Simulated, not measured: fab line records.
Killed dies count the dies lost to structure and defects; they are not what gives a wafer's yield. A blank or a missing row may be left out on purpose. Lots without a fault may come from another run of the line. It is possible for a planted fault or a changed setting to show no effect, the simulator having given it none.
Chamber matching / flow n5 finfet / N5_HKMG_FIN_HK_ALD_01 on ald hk-02: 4 sister chambers
The step deposits HfO2, target thk 1.6 nm, pulse time 3 s, purge time 3 s. 20 wafers are shown with their chamber, then 10 later ones without.

## WAFERS PAIRED WITH THEIR CHAMBERS
wafer=L074.3; chamber=2; precursor pulse height rel=0.999
wafer=L074.4; chamber=0; precursor pulse height rel=0.984
wafer=L074.5; chamber=2; precursor pulse height rel=1.010
wafer=L075.1; chamber=1; precursor pulse height rel=1.029
wafer=L075.3; chamber=3; precursor pulse height rel=1.059
wafer=L075.6; chamber=0; precursor pulse height rel=0.999
wafer=L078.1; chamber=0; precursor pulse height rel=1.017
wafer=L078.4; chamber=2; precursor pulse height rel=0.992
wafer=L078.5; chamber=3; precursor pulse height rel=1.013
wafer=L079.1; chamber=2; precursor pulse height rel=1.019
wafer=L079.4; chamber=1; precursor pulse height rel=0.988
wafer=L079.6; chamber=1; precursor pulse height rel=0.975
wafer=L084.2; chamber=2; precursor pulse height rel=1.005
wafer=L084.4; chamber=0; precursor pulse height rel=0.973
wafer=L084.5; chamber=0; precursor pulse height rel=1.006
wafer=L085.2; chamber=2; precursor pulse height rel=0.986
wafer=L085.4; chamber=0; precursor pulse height rel=0.942
wafer=L085.6; chamber=2; precursor pulse height rel=0.987
wafer=L087.1; chamber=0; precursor pulse height rel=0.984
wafer=L087.2; chamber=3; precursor pulse height rel=0.976

SIGNATURES, as means of the wafers listed above
reading=precursor pulse height rel; chamber 0=0.98643; chamber 1=0.99733; chamber 2=0.99971; chamber 3=1.01600; scatter within a chamber=0.0245
Rule: a wafer lies at a distance from a chamber equal to the root of the sum of squares, over the readings, of (its reading less the chamber's mean, divided by the reading's scatter). If the next closest chamber is less than 2 further off than the closest, the wafer can't be placed; otherwise it belongs to the closest. The scatter: take each reading less its chamber's mean, square it, sum over the shown wafers, divide by the number of wafers less the number of chambers, and take the root.

## WAFERS WITHOUT THEIR CHAMBER
wafer=L087.6; precursor pulse height rel=1.027
wafer=L093.1; precursor pulse height rel=1.005
wafer=L093.4; precursor pulse height rel=0.979
wafer=L093.6; precursor pulse height rel=1.005
wafer=L094.1; precursor pulse height rel=0.994
wafer=L094.3; precursor pulse height rel=1.005
wafer=L094.4; precursor pulse height rel=0.992
wafer=L096.3; precursor pulse height rel=1.005
wafer=L096.4; precursor pulse height rel=0.977
wafer=L096.5; precursor pulse height rel=1.015

## WHICH CHAMBER EACH WENT THROUGH
wafer=L087.6; from the rows above=can't be placed: 3 or 2 or 1 or 0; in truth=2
wafer=L093.1; from the rows above=can't be placed: 2 or 1 or 3 or 0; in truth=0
wafer=L093.4; from the rows above=can't be placed: 0 or 1 or 2 or 3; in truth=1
wafer=L093.6; from the rows above=can't be placed: 2 or 1 or 3 or 0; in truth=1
wafer=L094.1; from the rows above=can't be placed: 1 or 2 or 0 or 3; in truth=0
wafer=L094.3; from the rows above=can't be placed: 2 or 1 or 3 or 0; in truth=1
wafer=L094.4; from the rows above=can't be placed: 1 or 0 or 2 or 3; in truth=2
wafer=L096.3; from the rows above=can't be placed: 2 or 1 or 3 or 0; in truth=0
wafer=L096.4; from the rows above=can't be placed: 0 or 1 or 2 or 3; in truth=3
wafer=L096.5; from the rows above=can't be placed: 3 or 2 or 1 or 0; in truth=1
Correct placement for 0 of the 10. From these rows, 10 cannot be placed; in 10 the true chamber is one of the candidates. Placed wrongly: 0.
